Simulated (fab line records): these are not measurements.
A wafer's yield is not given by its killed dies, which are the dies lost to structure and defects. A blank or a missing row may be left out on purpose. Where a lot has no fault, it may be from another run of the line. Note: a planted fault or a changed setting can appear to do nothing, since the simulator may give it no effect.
Which tool was responsible? || flow n5 finfet || 24 lots, 72 wafers sampled, at 5 steps of a route of 1938

WHAT THE GAUGES READ, wafer by wafer
N5_BEOL_M1_OCD_MEAS_38.
{"lot": "L074", "measured": "day 6 01:23", "on": "ocd-01", "trench depth nm (nm)": "55.6 54.4 55.1"}
{"lot": "L075", "measured": "day 6 18:43", "on": "ocd-01", "trench depth nm (nm)": "55.4 55.7 54.2"}
{"lot": "L076", "measured": "day 6 22:05", "on": "ocd-01", "trench depth nm (nm)": "55.6 55.8 56.2"}
{"lot": "L077", "measured": "day 6 22:19", "on": "ocd-02", "trench depth nm (nm)": "54.9 53.0 54.8"}
{"lot": "L078", "measured": "day 6 22:22", "on": "ocd-02", "trench depth nm (nm)": "55.8 55.7 54.5"}
{"lot": "L079", "measured": "day 7 04:17", "on": "ocd-02", "trench depth nm (nm)": "55.6 55.8 55.2"}
{"lot": "L081", "measured": "day 7 19:37", "on": "ocd-01", "trench depth nm (nm)": "54.0 54.6 55.1"}
{"lot": "L080", "measured": "day 7 23:11", "on": "ocd-01", "trench depth nm (nm)": "55.5 53.3 54.6"}
{"lot": "L082", "measured": "day 8 02:33", "on": "ocd-01", "trench depth nm (nm)": "55.2 54.7 54.7"}
{"lot": "L083", "measured": "day 8 13:24", "on": "ocd-02", "trench depth nm (nm)": "55.5 54.7 55.5"}
{"lot": "L084", "measured": "day 8 18:11", "on": "ocd-01", "trench depth nm (nm)": "54.9 54.6 54.6"}
{"lot": "L085", "measured": "day 9 02:04", "on": "ocd-01", "trench depth nm (nm)": "53.0 54.0 53.3"}
{"lot": "L086", "measured": "day 9 09:28", "on": "ocd-01", "trench depth nm (nm)": "54.8 54.2 54.3"}
{"lot": "L087", "measured": "day 9 20:05", "on": "ocd-01", "trench depth nm (nm)": "53.8 55.9 53.8"}
{"lot": "L088", "measured": "day 10 01:17", "on": "ocd-01", "trench depth nm (nm)": "54.3 55.3 54.2"}
{"lot": "L089", "measured": "day 10 03:59", "on": "ocd-02", "trench depth nm (nm)": "55.4 54.9 55.3"}
{"lot": "L090", "measured": "day 10 09:04", "on": "ocd-01", "trench depth nm (nm)": "55.5 54.5 54.6"}
{"lot": "L091", "measured": "day 10 16:13", "on": "ocd-02", "trench depth nm (nm)": "54.4 54.3 54.8"}
{"lot": "L092", "measured": "day 10 18:20", "on": "ocd-01", "trench depth nm (nm)": "54.4 55.5 54.0"}
{"lot": "L093", "measured": "day 10 23:26", "on": "ocd-01", "trench depth nm (nm)": "56.2 54.4 56.4"}
{"lot": "L094", "measured": "day 11 06:02", "on": "ocd-02", "trench depth nm (nm)": "54.2 54.5 54.7"}
{"lot": "L095", "measured": "day 11 09:34", "on": "ocd-02", "trench depth nm (nm)": "55.6 55.1 54.2"}
{"lot": "L096", "measured": "day 11 19:35", "on": "ocd-01", "trench depth nm (nm)": "55.7 54.5 54.7"}
{"lot": "L097", "measured": "day 11 22:55", "on": "ocd-02", "trench depth nm (nm)": "55.3 53.7 55.6"}

N5_BEOL_M2_THK_MEAS_01.
{"lot": "L074", "measured": "day 6 06:49", "on": "film metro-01", "M2_ILD_THK (nm)": "78.4 78.2 79.0"}
{"lot": "L075", "measured": "day 6 23:11", "on": "film metro-02", "M2_ILD_THK (nm)": "78.6 77.9 79.4"}
{"lot": "L076", "measured": "day 7 01:46", "on": "film metro-01", "M2_ILD_THK (nm)": "77.7 80.3 79.2"}
{"lot": "L077", "measured": "day 7 02:02", "on": "film metro-02", "M2_ILD_THK (nm)": "78.0 79.0 77.7"}
{"lot": "L078", "measured": "day 7 02:14", "on": "film metro-01", "M2_ILD_THK (nm)": "78.0 78.4 80.0"}
{"lot": "L079", "measured": "day 7 09:19", "on": "film metro-01", "M2_ILD_THK (nm)": "77.3 78.0 79.5"}
{"lot": "L081", "measured": "day 8 00:02", "on": "film metro-02", "M2_ILD_THK (nm)": "78.2 79.2 79.0"}
{"lot": "L080", "measured": "day 8 03:42", "on": "film metro-02", "M2_ILD_THK (nm)": "77.4 77.4 79.3"}
{"lot": "L082", "measured": "day 8 09:12", "on": "film metro-01", "M2_ILD_THK (nm)": "77.6 77.8 77.5"}
{"lot": "L083", "measured": "day 8 17:48", "on": "film metro-01", "M2_ILD_THK (nm)": "78.1 78.9 78.9"}
{"lot": "L084", "measured": "day 8 22:14", "on": "film metro-02", "M2_ILD_THK (nm)": "77.6 79.1 79.4"}
{"lot": "L085", "measured": "day 9 06:01", "on": "film metro-02", "M2_ILD_THK (nm)": "78.8 80.0 79.8"}
{"lot": "L086", "measured": "day 9 13:27", "on": "film metro-02", "M2_ILD_THK (nm)": "78.6 79.9 79.9"}
{"lot": "L087", "measured": "day 10 02:11", "on": "film metro-02", "M2_ILD_THK (nm)": "78.1 78.2 78.2"}
{"lot": "L088", "measured": "day 10 05:28", "on": "film metro-02", "M2_ILD_THK (nm)": "78.4 77.2 79.3"}
{"lot": "L089", "measured": "day 10 09:22", "on": "film metro-02", "M2_ILD_THK (nm)": "79.2 79.9 80.3"}
{"lot": "L090", "measured": "day 10 12:54", "on": "film metro-02", "M2_ILD_THK (nm)": "79.4 77.9 79.0"}
{"lot": "L091", "measured": "day 10 20:26", "on": "film metro-02", "M2_ILD_THK (nm)": "78.3 79.8 78.5"}
{"lot": "L092", "measured": "day 10 22:41", "on": "film metro-02", "M2_ILD_THK (nm)": "77.3 78.2 79.9"}
{"lot": "L093", "measured": "day 11 03:28", "on": "film metro-02", "M2_ILD_THK (nm)": "78.9 80.2 80.3"}
{"lot": "L094", "measured": "day 11 10:37", "on": "film metro-01", "M2_ILD_THK (nm)": "77.4 78.1 78.8"}
{"lot": "L095", "measured": "day 11 13:34", "on": "film metro-02", "M2_ILD_THK (nm)": "79.0 79.0 80.3"}
{"lot": "L096", "measured": "day 12 01:43", "on": "film metro-02", "M2_ILD_THK (nm)": "77.2 77.2 79.4"}
{"lot": "L097", "measured": "day 12 03:09", "on": "film metro-01", "M2_ILD_THK (nm)": "76.8 78.0 79.4"}

WHAT TOOL EACH LOT RAN ON (gives the tool, then ch and the chambers of the sampled wafers, and finally the start)
{"lot": "L074", "N5_BEOL_M1_ANNEAL_49": "pvd sputter-03, day 6 03:38", "N5_BEOL_M1_ANNEAL_89": "pvd sputter-03, day 6 04:31", "N5_BEOL_M2_ILD_DEP_00": "pecvd-03 ch 0,1, day 6 06:45"}
{"lot": "L075", "N5_BEOL_M1_ANNEAL_49": "pvd sputter-01, day 6 20:10", "N5_BEOL_M1_ANNEAL_89": "pvd sputter-01, day 6 21:02", "N5_BEOL_M2_ILD_DEP_00": "pecvd-03 ch 0,1,2, day 6 23:08"}
{"lot": "L076", "N5_BEOL_M1_ANNEAL_49": "pvd sputter-03, day 6 22:55", "N5_BEOL_M1_ANNEAL_89": "pvd sputter-03, day 6 23:47", "N5_BEOL_M2_ILD_DEP_00": "pecvd-03 ch 0,2, day 7 01:42"}
{"lot": "L077", "N5_BEOL_M1_ANNEAL_49": "pvd sputter-01, day 6 23:10", "N5_BEOL_M1_ANNEAL_89": "pvd sputter-01, day 7 00:03", "N5_BEOL_M2_ILD_DEP_00": "pecvd-01 ch 0,1,2, day 7 01:58"}
{"lot": "L078", "N5_BEOL_M1_ANNEAL_49": "pvd sputter-02, day 6 23:22", "N5_BEOL_M1_ANNEAL_89": "pvd sputter-02, day 7 00:15", "N5_BEOL_M2_ILD_DEP_00": "pecvd-01 ch 0,1, day 7 02:10"}
{"lot": "L079", "N5_BEOL_M1_ANNEAL_49": "pvd sputter-03, day 7 05:54", "N5_BEOL_M1_ANNEAL_89": "pvd sputter-03, day 7 06:47", "N5_BEOL_M2_ILD_DEP_00": "pecvd-03 ch 0,1, day 7 09:15"}
{"lot": "L081", "N5_BEOL_M1_ANNEAL_49": "pvd sputter-02, day 7 21:11", "N5_BEOL_M1_ANNEAL_89": "pvd sputter-02, day 7 22:04", "N5_BEOL_M2_ILD_DEP_00": "pecvd-01 ch 0,2, day 7 23:58"}
{"lot": "L080", "N5_BEOL_M1_ANNEAL_49": "pvd sputter-02, day 8 00:47", "N5_BEOL_M1_ANNEAL_89": "pvd sputter-02, day 8 01:40", "N5_BEOL_M2_ILD_DEP_00": "pecvd-01 ch 1,2, day 8 03:38"}
{"lot": "L082", "N5_BEOL_M1_ANNEAL_49": "pvd sputter-02, day 8 03:45", "N5_BEOL_M1_ANNEAL_89": "pvd sputter-02, day 8 07:11", "N5_BEOL_M2_ILD_DEP_00": "pecvd-03 ch 0,2, day 8 09:08"}
{"lot": "L083", "N5_BEOL_M1_ANNEAL_49": "pvd sputter-03, day 8 14:49", "N5_BEOL_M1_ANNEAL_89": "pvd sputter-03, day 8 15:41", "N5_BEOL_M2_ILD_DEP_00": "pecvd-03 ch 0,1,2, day 8 17:44"}
{"lot": "L084", "N5_BEOL_M1_ANNEAL_49": "pvd sputter-01, day 8 19:22", "N5_BEOL_M1_ANNEAL_89": "pvd sputter-01, day 8 20:14", "N5_BEOL_M2_ILD_DEP_00": "pecvd-01 ch 0,1,2, day 8 22:10"}
{"lot": "L085", "N5_BEOL_M1_ANNEAL_49": "pvd sputter-02, day 9 03:09", "N5_BEOL_M1_ANNEAL_89": "pvd sputter-02, day 9 04:02", "N5_BEOL_M2_ILD_DEP_00": "pecvd-02 ch 0,2, day 9 05:56"}
{"lot": "L086", "N5_BEOL_M1_ANNEAL_49": "pvd sputter-01, day 9 10:28", "N5_BEOL_M1_ANNEAL_89": "pvd sputter-01, day 9 11:21", "N5_BEOL_M2_ILD_DEP_00": "pecvd-03 ch 0,1, day 9 13:23"}
{"lot": "L087", "N5_BEOL_M1_ANNEAL_49": "pvd sputter-03, day 9 23:19", "N5_BEOL_M1_ANNEAL_89": "pvd sputter-03, day 10 00:11", "N5_BEOL_M2_ILD_DEP_00": "pecvd-01 ch 0,1, day 10 02:07"}
{"lot": "L088", "N5_BEOL_M1_ANNEAL_49": "pvd sputter-03, day 10 02:21", "N5_BEOL_M1_ANNEAL_89": "pvd sputter-03, day 10 03:14", "N5_BEOL_M2_ILD_DEP_00": "pecvd-03 ch 0,2, day 10 05:23"}
{"lot": "L089", "N5_BEOL_M1_ANNEAL_49": "pvd sputter-01, day 10 06:29", "N5_BEOL_M1_ANNEAL_89": "pvd sputter-01, day 10 07:22", "N5_BEOL_M2_ILD_DEP_00": "pecvd-01 ch 0,2, day 10 09:17"}
{"lot": "L090", "N5_BEOL_M1_ANNEAL_49": "pvd sputter-01, day 10 10:01", "N5_BEOL_M1_ANNEAL_89": "pvd sputter-01, day 10 10:54", "N5_BEOL_M2_ILD_DEP_00": "pecvd-01 ch 0,1, day 10 12:50"}
{"lot": "L091", "N5_BEOL_M1_ANNEAL_49": "pvd sputter-01, day 10 17:17", "N5_BEOL_M1_ANNEAL_89": "pvd sputter-01, day 10 18:10", "N5_BEOL_M2_ILD_DEP_00": "pecvd-02 ch 1,2, day 10 20:22"}
{"lot": "L092", "N5_BEOL_M1_ANNEAL_49": "pvd sputter-03, day 10 19:41", "N5_BEOL_M1_ANNEAL_89": "pvd sputter-03, day 10 20:34", "N5_BEOL_M2_ILD_DEP_00": "pecvd-02 ch 0,1,2, day 10 22:37"}
{"lot": "L093", "N5_BEOL_M1_ANNEAL_49": "pvd sputter-02, day 11 00:36", "N5_BEOL_M1_ANNEAL_89": "pvd sputter-02, day 11 01:29", "N5_BEOL_M2_ILD_DEP_00": "pecvd-03 ch 0,1,2, day 11 03:25"}
{"lot": "L094", "N5_BEOL_M1_ANNEAL_49": "pvd sputter-02, day 11 07:41", "N5_BEOL_M1_ANNEAL_89": "pvd sputter-02, day 11 08:34", "N5_BEOL_M2_ILD_DEP_00": "pecvd-03 ch 1,2, day 11 10:33"}
{"lot": "L095", "N5_BEOL_M1_ANNEAL_49": "pvd sputter-02, day 11 10:40", "N5_BEOL_M1_ANNEAL_89": "pvd sputter-02, day 11 11:32", "N5_BEOL_M2_ILD_DEP_00": "pecvd-01 ch 0,1, day 11 13:31"}
{"lot": "L096", "N5_BEOL_M1_ANNEAL_49": "pvd sputter-02, day 11 22:49", "N5_BEOL_M1_ANNEAL_89": "pvd sputter-02, day 11 23:41", "N5_BEOL_M2_ILD_DEP_00": "pecvd-01 ch 0,1,2, day 12 01:39"}
{"lot": "L097", "N5_BEOL_M1_ANNEAL_49": "pvd sputter-01, day 12 00:17", "N5_BEOL_M1_ANNEAL_89": "pvd sputter-01, day 12 01:10", "N5_BEOL_M2_ILD_DEP_00": "pecvd-01 ch 0,1, day 12 03:05"}
- N5_BEOL_M1_ANNEAL_49: time 240 s.
- N5_BEOL_M1_ANNEAL_89: time 240 s.
- N5_BEOL_M2_ILD_DEP_00: deposits SiOC from DEMS/O2, target thk 79 nm, time 15.3 s.

AS READ BY THE TOOLS THEMSELVES (means over the sampled wafers that have a number; for cases with no such wafer, the mark the record gives instead)
N5_BEOL_M1_ANNEAL_49.
{"lot": "L074", "tool": "pvd sputter-03", "heater power w (W)": 790, "susceptor_temp_C_max": 401.0}
{"lot": "L075", "tool": "pvd sputter-01", "heater power w (W)": 856, "susceptor_temp_C_max": 400.6}
{"lot": "L076", "tool": "pvd sputter-03", "heater power w (W)": 801, "susceptor_temp_C_max": 401.4}
{"lot": "L077", "tool": "pvd sputter-01", "heater power w (W)": 914, "susceptor_temp_C_max": 401.2}
{"lot": "L078", "tool": "pvd sputter-02", "heater power w (W)": 949, "susceptor_temp_C_max": 400.6}
{"lot": "L079", "tool": "pvd sputter-03", "heater power w (W)": 899, "susceptor_temp_C_max": 401.3}
{"lot": "L081", "tool": "pvd sputter-02", "heater power w (W)": 877, "susceptor_temp_C_max": 400.7}
{"lot": "L080", "tool": "pvd sputter-02", "heater power w (W)": 884, "susceptor_temp_C_max": 400.8}
{"lot": "L082", "tool": "pvd sputter-02", "heater power w (W)": 867, "susceptor_temp_C_max": 400.6}
{"lot": "L083", "tool": "pvd sputter-03", "heater power w (W)": 901, "susceptor_temp_C_max": 401.5}
{"lot": "L084", "tool": "pvd sputter-01", "heater power w (W)": 776, "susceptor_temp_C_max": 400.8}
{"lot": "L085", "tool": "pvd sputter-02", "heater power w (W)": 870, "susceptor_temp_C_max": 400.7}
{"lot": "L086", "tool": "pvd sputter-01", "heater power w (W)": 829, "susceptor_temp_C_max": 400.8}
{"lot": "L087", "tool": "pvd sputter-03", "heater power w (W)": 838, "susceptor_temp_C_max": 401.3}
{"lot": "L088", "tool": "pvd sputter-03", "heater power w (W)": 881, "susceptor_temp_C_max": 401.1}
{"lot": "L089", "tool": "pvd sputter-01", "heater power w (W)": 851, "susceptor_temp_C_max": 400.9}
{"lot": "L090", "tool": "pvd sputter-01", "heater power w (W)": 854, "susceptor_temp_C_max": 400.7}
{"lot": "L091", "tool": "pvd sputter-01", "heater power w (W)": 917, "susceptor_temp_C_max": 401.0}
{"lot": "L092", "tool": "pvd sputter-03", "heater power w (W)": 822, "susceptor_temp_C_max": 400.9}
{"lot": "L093", "tool": "pvd sputter-02", "heater power w (W)": 953, "susceptor_temp_C_max": 400.5}
{"lot": "L094", "tool": "pvd sputter-02", "heater power w (W)": 881, "susceptor_temp_C_max": 400.8}
{"lot": "L095", "tool": "pvd sputter-02", "heater power w (W)": 883, "susceptor_temp_C_max": 400.7}
{"lot": "L096", "tool": "pvd sputter-02", "heater power w (W)": 958, "susceptor_temp_C_max": 400.6}
{"lot": "L097", "tool": "pvd sputter-01", "heater power w (W)": 905, "susceptor_temp_C_max": 401.0}

N5_BEOL_M1_ANNEAL_89.
{"lot": "L074", "tool": "pvd sputter-03", "heater power w (W)": 788, "susceptor_temp_C_max": 400.9}
{"lot": "L075", "tool": "pvd sputter-01", "heater power w (W)": 868, "susceptor_temp_C_max": 400.9}
{"lot": "L076", "tool": "pvd sputter-03", "heater power w (W)": 802, "susceptor_temp_C_max": 401.2}
{"lot": "L077", "tool": "pvd sputter-01", "heater power w (W)": 918, "susceptor_temp_C_max": 400.8}
{"lot": "L078", "tool": "pvd sputter-02", "heater power w (W)": 951, "susceptor_temp_C_max": 400.8}
{"lot": "L079", "tool": "pvd sputter-03", "heater power w (W)": 889, "susceptor_temp_C_max": 401.3}
{"lot": "L081", "tool": "pvd sputter-02", "heater power w (W)": 885, "susceptor_temp_C_max": 400.7}
{"lot": "L080", "tool": "pvd sputter-02", "heater power w (W)": 872, "susceptor_temp_C_max": 400.6}
{"lot": "L082", "tool": "pvd sputter-02", "heater power w (W)": 897, "susceptor_temp_C_max": 400.7}
{"lot": "L083", "tool": "pvd sputter-03", "heater power w (W)": 876, "susceptor_temp_C_max": 401.2}
{"lot": "L084", "tool": "pvd sputter-01", "heater power w (W)": 764, "susceptor_temp_C_max": 400.7}
{"lot": "L085", "tool": "pvd sputter-02", "heater power w (W)": 872, "susceptor_temp_C_max": 400.6}
{"lot": "L086", "tool": "pvd sputter-01", "heater power w (W)": 821, "susceptor_temp_C_max": 400.7}
{"lot": "L087", "tool": "pvd sputter-03", "heater power w (W)": 856, "susceptor_temp_C_max": 401.0}
{"lot": "L088", "tool": "pvd sputter-03", "heater power w (W)": 887, "susceptor_temp_C_max": 401.3}
{"lot": "L089", "tool": "pvd sputter-01", "heater power w (W)": 862, "susceptor_temp_C_max": 400.9}
{"lot": "L090", "tool": "pvd sputter-01", "heater power w (W)": 844, "susceptor_temp_C_max": 400.5}
{"lot": "L091", "tool": "pvd sputter-01", "heater power w (W)": 900, "susceptor_temp_C_max": 401.0}
{"lot": "L092", "tool": "pvd sputter-03", "heater power w (W)": 823, "susceptor_temp_C_max": 401.2}
{"lot": "L093", "tool": "pvd sputter-02", "heater power w (W)": 963, "susceptor_temp_C_max": 400.5}
{"lot": "L094", "tool": "pvd sputter-02", "heater power w (W)": 872, "susceptor_temp_C_max": 400.5}
{"lot": "L095", "tool": "pvd sputter-02", "heater power w (W)": 897, "susceptor_temp_C_max": 400.9}
{"lot": "L096", "tool": "pvd sputter-02", "heater power w (W)": 958, "susceptor_temp_C_max": 400.6}
{"lot": "L097", "tool": "pvd sputter-01", "heater power w (W)": 912, "susceptor_temp_C_max": 401.1}

N5_BEOL_M2_ILD_DEP_00.
{"lot": "L074", "tool": "pecvd-03", "heater power w (W)": 478, "showerhead plenum p Torr (Torr)": 5.686, "throttle valve pct (%)": 12.0}
{"lot": "L075", "tool": "pecvd-03", "heater power w (W)": 440, "showerhead plenum p Torr (Torr)": 5.699, "throttle valve pct (%)": 11.9}
{"lot": "L076", "tool": "pecvd-03", "heater power w (W)": 444, "showerhead plenum p Torr (Torr)": 5.687, "throttle valve pct (%)": 12.1}
{"lot": "L077", "tool": "pecvd-01", "heater power w (W)": 500, "showerhead plenum p Torr (Torr)": 5.697, "throttle valve pct (%)": 12.7}
{"lot": "L078", "tool": "pecvd-01", "heater power w (W)": 489, "showerhead plenum p Torr (Torr)": 5.690, "throttle valve pct (%)": 13.2}
{"lot": "L079", "tool": "pecvd-03", "heater power w (W)": 466, "showerhead plenum p Torr (Torr)": 5.700, "throttle valve pct (%)": 12.0}
{"lot": "L081", "tool": "pecvd-01", "heater power w (W)": 466, "showerhead plenum p Torr (Torr)": 5.682, "throttle valve pct (%)": 12.5}
{"lot": "L080", "tool": "pecvd-01", "heater power w (W)": 486, "showerhead plenum p Torr (Torr)": 5.705, "throttle valve pct (%)": 13.4}
{"lot": "L082", "tool": "pecvd-03", "heater power w (W)": 464, "showerhead plenum p Torr (Torr)": 5.694, "throttle valve pct (%)": 12.2}
{"lot": "L083", "tool": "pecvd-03", "heater power w (W)": 468, "showerhead plenum p Torr (Torr)": 5.692, "throttle valve pct (%)": 11.7}
{"lot": "L084", "tool": "pecvd-01", "heater power w (W)": 526, "showerhead plenum p Torr (Torr)": 5.697, "throttle valve pct (%)": 12.9}
{"lot": "L085", "tool": "pecvd-02", "heater power w (W)": 469, "showerhead plenum p Torr (Torr)": 5.684, "throttle valve pct (%)": 11.4}
{"lot": "L086", "tool": "pecvd-03", "heater power w (W)": 479, "showerhead plenum p Torr (Torr)": 5.698, "throttle valve pct (%)": 12.0}
{"lot": "L087", "tool": "pecvd-01", "heater power w (W)": 542, "showerhead plenum p Torr (Torr)": 5.700, "throttle valve pct (%)": 13.8}
{"lot": "L088", "tool": "pecvd-03", "heater power w (W)": 470, "showerhead plenum p Torr (Torr)": 5.682, "throttle valve pct (%)": 12.0}
{"lot": "L089", "tool": "pecvd-01", "heater power w (W)": 482, "showerhead plenum p Torr (Torr)": 5.688, "throttle valve pct (%)": 12.5}
{"lot": "L090", "tool": "pecvd-01", "heater power w (W)": 507, "showerhead plenum p Torr (Torr)": 5.691, "throttle valve pct (%)": 13.4}
{"lot": "L091", "tool": "pecvd-02", "heater power w (W)": 397, "showerhead plenum p Torr (Torr)": 5.702, "throttle valve pct (%)": 11.5}
{"lot": "L092", "tool": "pecvd-02", "heater power w (W)": 472, "showerhead plenum p Torr (Torr)": 5.699, "throttle valve pct (%)": 11.8}
{"lot": "L093", "tool": "pecvd-03", "heater power w (W)": 459, "showerhead plenum p Torr (Torr)": 5.701, "throttle valve pct (%)": 11.9}
{"lot": "L094", "tool": "pecvd-03", "heater power w (W)": 474, "showerhead plenum p Torr (Torr)": 5.713, "throttle valve pct (%)": 11.8}
{"lot": "L095", "tool": "pecvd-01", "heater power w (W)": 456, "showerhead plenum p Torr (Torr)": 5.687, "throttle valve pct (%)": 13.1}
{"lot": "L096", "tool": "pecvd-01", "heater power w (W)": 492, "showerhead plenum p Torr (Torr)": 5.701, "throttle valve pct (%)": 12.8}
{"lot": "L097", "tool": "pecvd-01", "heater power w (W)": 496, "showerhead plenum p Torr (Torr)": 5.686, "throttle valve pct (%)": 13.2}

THE ANSWER, worked out from the rows above alone
Rule: what is usual is taken from the lots themselves. The widest of any qualifying gaps counts: lots, ordered by their means at a reading, are off when they make up no more than a third of the lots, leave a main group of 4 or more, and stand apart from it by 3 or more times the standard deviation of that group's means. The tables above print the reading to a certain number of digits; a main group whose means all agree to those digits is not used. Also off: a lot with no number at a reading for which 4 or more lots have one. Where the step has rows for the other lots, those lots are counted as sound. After the gauges, taken in route order, come the tools' own readings; for these a lot's mean is taken, as printed above. The first step at which some lot is off is used, and at that step the reading that is off furthest; a lot without a number counts as furthest.
No lot is off on any of the readings shown, so nothing can be concluded from this.

WHAT THE SIMULATOR HAD INSERTED
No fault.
